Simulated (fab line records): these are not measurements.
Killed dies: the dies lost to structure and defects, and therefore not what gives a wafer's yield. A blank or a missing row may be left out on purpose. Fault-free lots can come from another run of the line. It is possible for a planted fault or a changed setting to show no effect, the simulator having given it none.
Which tool did it? / flow n5 finfet / 9 lots with 27 wafers sampled at 6 steps, on a route of 1938 steps

== WHAT THE GAUGES SHOWED, per wafer ==
N5_BEOL_M4_OCD_MEAS_38. Usual: 55.8 nm for trench depth nm, sd 0.98.
lot=L776; measured=day 7 20:57; on=ocd-01; trench depth nm (nm)=54.4 56.7 55.6; flag=
lot=L775; measured=day 8 00:10; on=ocd-01; trench depth nm (nm)=54.1 53.6 56.0; flag=
lot=L780; measured=day 9 07:13; on=ocd-02; trench depth nm (nm)=56.1 54.8 55.4; flag=
lot=L782; measured=day 9 11:33; on=ocd-01; trench depth nm (nm)=56.5 54.9 55.9; flag=
lot=L784; measured=day 10 07:05; on=ocd-01; trench depth nm (nm)=55.5 55.4 56.4; flag=
lot=L785; measured=day 10 13:38; on=ocd-02; trench depth nm (nm)=57.3 55.7 55.6; flag=
lot=L791; measured=day 12 05:15; on=ocd-02; trench depth nm (nm)=54.7 53.1 52.1; flag=
lot=L794; measured=day 13 07:44; on=ocd-02; trench depth nm (nm)=52.4 52.6 54.8; flag=
lot=L797; measured=day 13 20:35; on=ocd-01; trench depth nm (nm)=57.3 56.7 56.0; flag=

N5_BEOL_M4_RC_MEAS_101. Usual: DIBL_N 36.0 mV/V, standard deviation 1.7; DIBL_P 36.0 mV/V, standard deviation 2; IOFF_N 0.156 nA/um, standard deviation 0.028; IOFF_P 0.21 nA/um, standard deviation 0.04; ION_N 673 uA/um, standard deviation 12; ION_P 463 uA/um, standard deviation 8.3; SS_N 71.4 mV/dec, standard deviation 0.6; SS_P 73.3 mV/dec, standard deviation 0.66; VT_N 250 mV, standard deviation 3; VT_P -250 mV, standard deviation 3.8.
lot=L776; measured=day 8 01:18; on=prober-02; DIBL_N (mV/V)=35.8 38.5 35.0; DIBL_P (mV/V)=35.5 39.1 35.3; IOFF_N (nA/um)=0.155 0.207 0.146; IOFF_P (nA/um)=0.16 0.22 0.17; ION_N (uA/um)=674 680 668; ION_P (uA/um)=460 454 454; SS_N (mV/dec)=72.5 72.3 70.5; SS_P (mV/dec)=73.2 74.7 73.0; VT_N (mV)=250 248 248; VT_P (mV)=-257 -251 -256; flag=
lot=L775; measured=day 8 05:31; on=prober-01; DIBL_N (mV/V)=33.3 35.7 35.2; DIBL_P (mV/V)=32.2 35.4 34.4; IOFF_N (nA/um)=0.102 0.135 0.136; IOFF_P (nA/um)=0.17 0.20 0.20; ION_N (uA/um)=653 654 666; ION_P (uA/um)=460 456 459; SS_N (mV/dec)=70.6 72.1 71.4; SS_P (mV/dec)=72.2 73.7 72.7; VT_N (mV)=256 254 254; VT_P (mV)=-253 -251 -249; flag=
lot=L780; measured=day 9 11:20; on=prober-02; DIBL_N (mV/V)=39.3 36.9 38.1; DIBL_P (mV/V)=39.6 36.2 36.6; IOFF_N (nA/um)=0.205 0.154 0.160; IOFF_P (nA/um)=0.27 0.21 0.21; ION_N (uA/um)=676 662 662; ION_P (uA/um)=471 456 455; SS_N (mV/dec)=72.0 71.2 71.5; SS_P (mV/dec)=75.0 74.1 74.0; VT_N (mV)=248 254 254; VT_P (mV)=-247 -253 -254; flag=
lot=L782; measured=day 9 16:02; on=prober-02; DIBL_N (mV/V)=36.1 36.3 36.6; DIBL_P (mV/V)=35.1 35.6 35.9; IOFF_N (nA/um)=0.155 0.168 0.159; IOFF_P (nA/um)=0.20 0.22 0.22; ION_N (uA/um)=669 681 673; ION_P (uA/um)=462 465 461; SS_N (mV/dec)=71.7 70.9 71.8; SS_P (mV/dec)=73.6 73.2 74.5; VT_N (mV)=252 248 251; VT_P (mV)=-251 -247 -250; flag=
lot=L784; measured=day 10 11:10; on=prober-02; DIBL_N (mV/V)=32.3 34.6 34.7; DIBL_P (mV/V)=32.4 35.4 35.3; IOFF_N (nA/um)=0.112 0.156 0.142; IOFF_P (nA/um)=0.19 0.23 0.22; ION_N (uA/um)=658 682 660; ION_P (uA/um)=462 467 459; SS_N (mV/dec)=70.2 71.0 71.6; SS_P (mV/dec)=72.7 73.5 73.2; VT_N (mV)=254 250 252; VT_P (mV)=-249 -247 -247; flag=
lot=L785; measured=day 10 20:08; on=prober-01; DIBL_N (mV/V)=39.2 32.8 35.6; DIBL_P (mV/V)=38.8 30.8 34.7; IOFF_N (nA/um)=0.220 0.107 0.146; IOFF_P (nA/um)=0.28 0.16 0.21; ION_N (uA/um)=699 658 670; ION_P (uA/um)=477 465 463; SS_N (mV/dec)=72.1 70.5 71.4; SS_P (mV/dec)=74.7 72.3 73.2; VT_N (mV)=243 254 252; VT_P (mV)=-247 -252 -252; flag=
lot=L791; measured=day 12 10:09; on=prober-02; DIBL_N (mV/V)=38.8 37.1 37.9; DIBL_P (mV/V)=38.5 36.2 36.2; IOFF_N (nA/um)=0.179 0.156 0.163; IOFF_P (nA/um)=0.24 0.22 0.22; ION_N (uA/um)=675 687 672; ION_P (uA/um)=463 470 460; SS_N (mV/dec)=71.9 71.3 71.2; SS_P (mV/dec)=73.6 72.2 72.9; VT_N (mV)=249 248 251; VT_P (mV)=-250 -248 -249; flag=
lot=L794; measured=day 13 12:47; on=prober-01; DIBL_N (mV/V)=38.1 37.2 38.8; DIBL_P (mV/V)=38.5 36.4 38.3; IOFF_N (nA/um)=0.208 0.179 0.202; IOFF_P (nA/um)=0.24 0.20 0.25; ION_N (uA/um)=692 673 686; ION_P (uA/um)=468 455 466; SS_N (mV/dec)=71.7 71.9 72.1; SS_P (mV/dec)=73.9 73.5 74.6; VT_N (mV)=247 249 246; VT_P (mV)=-249 -254 -250; flag=
lot=L797; measured=day 14 00:35; on=prober-02; DIBL_N (mV/V)=36.8 36.1 36.3; DIBL_P (mV/V)=37.8 37.0 36.7; IOFF_N (nA/um)=0.184 0.167 0.166; IOFF_P (nA/um)=0.23 0.21 0.21; ION_N (uA/um)=694 684 680; ION_P (uA/um)=471 464 459; SS_N (mV/dec)=71.0 71.1 71.8; SS_P (mV/dec)=73.2 72.9 73.4; VT_N (mV)=246 248 247; VT_P (mV)=-249 -251 -253; flag=

== TOOL THAT RAN EACH LOT (tool first, then ch and the chambers of the sampled wafers, then the start) ==
lot=L776; N5_BEOL_M4_ETCH_70=rie diel-06 ch 0,1,2, day 7 20:35; N5_BEOL_M4_TRENCH_ETCH_37=rie diel-06 ch 0,1,2, day 7 20:47; N5_BEOL_M4_DEGAS_44=pvd sputter-03, day 7 21:34; N5_BEOL_M4_SURFACE_TREAT_85=pvd sputter-03, day 7 21:59
lot=L775; N5_BEOL_M4_ETCH_70=rie diel-03 ch 1,2, day 7 23:49; N5_BEOL_M4_TRENCH_ETCH_37=rie diel-03 ch 1,2, day 8 00:01; N5_BEOL_M4_DEGAS_44=pvd sputter-01, day 8 00:46; N5_BEOL_M4_SURFACE_TREAT_85=pvd sputter-02, day 8 01:11
lot=L780; N5_BEOL_M4_ETCH_70=rie diel-01 ch 0,1,2, day 9 06:52; N5_BEOL_M4_TRENCH_ETCH_37=rie diel-01 ch 0,1,2, day 9 07:04; N5_BEOL_M4_DEGAS_44=pvd sputter-02, day 9 07:44; N5_BEOL_M4_SURFACE_TREAT_85=pvd sputter-02, day 9 08:05
lot=L782; N5_BEOL_M4_ETCH_70=rie diel-01 ch 0,1,3, day 9 11:11; N5_BEOL_M4_TRENCH_ETCH_37=rie diel-01 ch 0,1,3, day 9 11:24; N5_BEOL_M4_DEGAS_44=pvd sputter-02, day 9 11:46; N5_BEOL_M4_SURFACE_TREAT_85=pvd sputter-01, day 9 12:42
lot=L784; N5_BEOL_M4_ETCH_70=rie diel-01 ch 0,1, day 10 06:43; N5_BEOL_M4_TRENCH_ETCH_37=rie diel-01 ch 0,1, day 10 06:56; N5_BEOL_M4_DEGAS_44=pvd sputter-03, day 10 07:22; N5_BEOL_M4_SURFACE_TREAT_85=pvd sputter-03, day 10 07:44
lot=L785; N5_BEOL_M4_ETCH_70=rie diel-03 ch 0,3, day 10 13:17; N5_BEOL_M4_TRENCH_ETCH_37=rie diel-03 ch 0,3, day 10 13:29; N5_BEOL_M4_DEGAS_44=pvd sputter-03, day 10 14:13; N5_BEOL_M4_SURFACE_TREAT_85=pvd sputter-03, day 10 16:13
lot=L791; N5_BEOL_M4_ETCH_70=rie diel-03 ch 0,2,3, day 12 04:53; N5_BEOL_M4_TRENCH_ETCH_37=rie diel-03 ch 0,2,3, day 12 05:05; N5_BEOL_M4_DEGAS_44=pvd sputter-02, day 12 05:51; N5_BEOL_M4_SURFACE_TREAT_85=pvd sputter-01, day 12 06:23
lot=L794; N5_BEOL_M4_ETCH_70=rie diel-03 ch 0,2,3, day 13 07:23; N5_BEOL_M4_TRENCH_ETCH_37=rie diel-03 ch 0,2,3, day 13 07:35; N5_BEOL_M4_DEGAS_44=pvd sputter-03, day 13 08:01; N5_BEOL_M4_SURFACE_TREAT_85=pvd sputter-02, day 13 09:29
lot=L797; N5_BEOL_M4_ETCH_70=rie diel-01 ch 0,1, day 13 20:13; N5_BEOL_M4_TRENCH_ETCH_37=rie diel-01 ch 0,1, day 13 20:25; N5_BEOL_M4_DEGAS_44=pvd sputter-01, day 13 21:03; N5_BEOL_M4_SURFACE_TREAT_85=pvd sputter-01, day 13 21:27
- N5_BEOL_M4_ETCH_70: etches SOC in N2/H2, target depth 80 nm, overetch 24 nm, time 130 s.
- N5_BEOL_M4_TRENCH_ETCH_37: etches SiOC in C4F6/O2, target depth 55.555 nm, time 29.2 s.
- N5_BEOL_M4_DEGAS_44: time 60 s.
- N5_BEOL_M4_SURFACE_TREAT_85

== WHAT THE TOOLS THEMSELVES READ (means of the sampled wafers that have a number; where no wafer has one, the mark that the record gives instead) ==
N5_BEOL_M4_ETCH_70. Usual: drypump motor current A 5.8 A, standard deviation 0.48; oes product au 0.61 a.u., standard deviation 0.06; rf vpp V 524.3 V, standard deviation 1.8; run length s 153.4 s, standard deviation 0.33; showerhead plenum p Torr 2.56 Torr, standard deviation 0.06; throttle valve pct 17.78 %, standard deviation 0.28.
lot=L776; tool=rie diel-06; drypump motor current A (A)=5.5; oes product au (a.u.)=0.59; rf vpp V (V)=526.8; run length s (s)=153.9; showerhead plenum p Torr (Torr)=2.67; throttle valve pct (%)=17.89; flag=
lot=L775; tool=rie diel-03; drypump motor current A (A)=5.6; oes product au (a.u.)=0.66; rf vpp V (V)=523.8; run length s (s)=153.8; showerhead plenum p Torr (Torr)=2.56; throttle valve pct (%)=17.80; flag=
lot=L780; tool=rie diel-01; drypump motor current A (A)=6.2; oes product au (a.u.)=0.61; rf vpp V (V)=524.7; run length s (s)=153.1; showerhead plenum p Torr (Torr)=2.56; throttle valve pct (%)=17.68; flag=
lot=L782; tool=rie diel-01; drypump motor current A (A)=6.2; oes product au (a.u.)=0.61; rf vpp V (V)=524.0; run length s (s)=153.2; showerhead plenum p Torr (Torr)=2.56; throttle valve pct (%)=17.70; flag=
lot=L784; tool=rie diel-01; drypump motor current A (A)=6.5; oes product au (a.u.)=0.63; rf vpp V (V)=526.0; run length s (s)=153.6; showerhead plenum p Torr (Torr)=2.58; throttle valve pct (%)=17.45; flag=
lot=L785; tool=rie diel-03; drypump motor current A (A)=5.9; oes product au (a.u.)=0.66; rf vpp V (V)=524.8; run length s (s)=153.1; showerhead plenum p Torr (Torr)=2.55; throttle valve pct (%)=17.76; flag=
lot=L791; tool=rie diel-03; drypump motor current A (A)=5.7; oes product au (a.u.)=0.64; rf vpp V (V)=523.4; run length s (s)=153.5; showerhead plenum p Torr (Torr)=2.55; throttle valve pct (%)=17.77; flag=
lot=L794; tool=rie diel-03; drypump motor current A (A)=5.7; oes product au (a.u.)=0.62; rf vpp V (V)=524.6; run length s (s)=153.5; showerhead plenum p Torr (Torr)=2.54; throttle valve pct (%)=17.78; flag=
lot=L797; tool=rie diel-01; drypump motor current A (A)=6.5; oes product au (a.u.)=0.61; rf vpp V (V)=525.3; run length s (s)=153.2; showerhead plenum p Torr (Torr)=2.57; throttle valve pct (%)=17.50; flag=

N5_BEOL_M4_TRENCH_ETCH_37. Usual: drypump motor current A 5.8 A, standard deviation 0.48; oes_o_777_au 0.84 a.u., standard deviation 0.086; oes product au 0.84 a.u., standard deviation 0.085; rf vpp V 660 V, standard deviation 10; run length s 52.52 s, standard deviation 0.3; showerhead plenum p Torr 2.86 Torr, standard deviation 0.066; throttle valve pct 20.82 %, standard deviation 0.23.
lot=L776; tool=rie diel-06; drypump motor current A (A)=5.6; oes_o_777_au (a.u.)=0.80; oes product au (a.u.)=0.80; rf vpp V (V)=673; run length s (s)=52.50; showerhead plenum p Torr (Torr)=2.99; throttle valve pct (%)=20.96; flag=
lot=L775; tool=rie diel-03; drypump motor current A (A)=5.5; oes_o_777_au (a.u.)=0.88; oes product au (a.u.)=0.88; rf vpp V (V)=658; run length s (s)=52.59; showerhead plenum p Torr (Torr)=2.87; throttle valve pct (%)=20.91; flag=
lot=L780; tool=rie diel-01; drypump motor current A (A)=6.1; oes_o_777_au (a.u.)=0.85; oes product au (a.u.)=0.83; rf vpp V (V)=656; run length s (s)=52.17; showerhead plenum p Torr (Torr)=2.87; throttle valve pct (%)=20.77; flag=
lot=L782; tool=rie diel-01; drypump motor current A (A)=6.2; oes_o_777_au (a.u.)=0.85; oes product au (a.u.)=0.83; rf vpp V (V)=661; run length s (s)=52.11; showerhead plenum p Torr (Torr)=2.87; throttle valve pct (%)=20.73; flag=
lot=L784; tool=rie diel-01; drypump motor current A (A)=6.5; oes_o_777_au (a.u.)=0.88; oes product au (a.u.)=0.87; rf vpp V (V)=664; run length s (s)=52.57; showerhead plenum p Torr (Torr)=2.89; throttle valve pct (%)=20.59; flag=
lot=L785; tool=rie diel-03; drypump motor current A (A)=5.8; oes_o_777_au (a.u.)=0.89; oes product au (a.u.)=0.91; rf vpp V (V)=666; run length s (s)=52.27; showerhead plenum p Torr (Torr)=2.85; throttle valve pct (%)=20.76; flag=
lot=L791; tool=rie diel-03; drypump motor current A (A)=5.7; oes_o_777_au (a.u.)=0.86; oes product au (a.u.)=0.87; rf vpp V (V)=660; run length s (s)=51.17; showerhead plenum p Torr (Torr)=2.85; throttle valve pct (%)=20.77; flag=OFF
lot=L794; tool=rie diel-03; drypump motor current A (A)=5.7; oes_o_777_au (a.u.)=0.84; oes product au (a.u.)=0.86; rf vpp V (V)=660; run length s (s)=51.01; showerhead plenum p Torr (Torr)=2.84; throttle valve pct (%)=20.79; flag=OFF
lot=L797; tool=rie diel-01; drypump motor current A (A)=6.5; oes_o_777_au (a.u.)=0.84; oes product au (a.u.)=0.84; rf vpp V (V)=664; run length s (s)=52.35; showerhead plenum p Torr (Torr)=2.88; throttle valve pct (%)=20.62; flag=

N5_BEOL_M4_DEGAS_44. Usual: 336 W for heater power w, sd 27.
lot=L776; tool=pvd sputter-03; heater power w (W)=322; flag=
lot=L775; tool=pvd sputter-01; heater power w (W)=358; flag=
lot=L780; tool=pvd sputter-02; heater power w (W)=344; flag=
lot=L782; tool=pvd sputter-02; heater power w (W)=357; flag=
lot=L784; tool=pvd sputter-03; heater power w (W)=322; flag=
lot=L785; tool=pvd sputter-03; heater power w (W)=318; flag=
lot=L791; tool=pvd sputter-02; heater power w (W)=343; flag=
lot=L794; tool=pvd sputter-03; heater power w (W)=341; flag=
lot=L797; tool=pvd sputter-01; heater power w (W)=332; flag=

N5_BEOL_M4_SURFACE_TREAT_85. Usual: 30.01 sccm for ar flow sccm, sd 0.091.
lot=L776; tool=pvd sputter-03; ar flow sccm (sccm)=29.97; flag=
lot=L775; tool=pvd sputter-02; ar flow sccm (sccm)=29.98; flag=
lot=L780; tool=pvd sputter-02; ar flow sccm (sccm)=30.05; flag=
lot=L782; tool=pvd sputter-01; ar flow sccm (sccm)=29.98; flag=
lot=L784; tool=pvd sputter-03; ar flow sccm (sccm)=29.96; flag=
lot=L785; tool=pvd sputter-03; ar flow sccm (sccm)=29.99; flag=
lot=L791; tool=pvd sputter-01; ar flow sccm (sccm)=30.04; flag=
lot=L794; tool=pvd sputter-02; ar flow sccm (sccm)=30.03; flag=
lot=L797; tool=pvd sputter-01; ar flow sccm (sccm)=29.96; flag=

== THE ANSWER, worked out from the rows above alone ==
Rule: a lot is off if the mean of its wafers that have a number lies more than 3 standard deviations from the usual mean. A lot without any number at a reading at which 4 lots or more have one is off too. All remaining lots with rows at the step are treated as sound. After the gauges, taken in route order, come the tools' own readings; for these a lot's mean is taken, as printed above. The first step at which some lot is off is used, and at that step the reading that is off furthest; a lot without a number counts as furthest.
Off at N5_BEOL_M4_TRENCH_ETCH_37 (run length s): L791, L794.
A tool fits if, at that step or a process step before it, it ran every lot that is off, and no sound lot after the first of them. One fits: N5_BEOL_M4_ETCH_70 and N5_BEOL_M4_TRENCH_ETCH_37 on rie diel-03. At N5_BEOL_M4_ETCH_70 its last sound lot is L785 (day 10 13:17), its first lot that is off L791 (day 12 04:53): a fault that began between those two fits.

== WHAT THE SIMULATOR HAD PUT IN ==
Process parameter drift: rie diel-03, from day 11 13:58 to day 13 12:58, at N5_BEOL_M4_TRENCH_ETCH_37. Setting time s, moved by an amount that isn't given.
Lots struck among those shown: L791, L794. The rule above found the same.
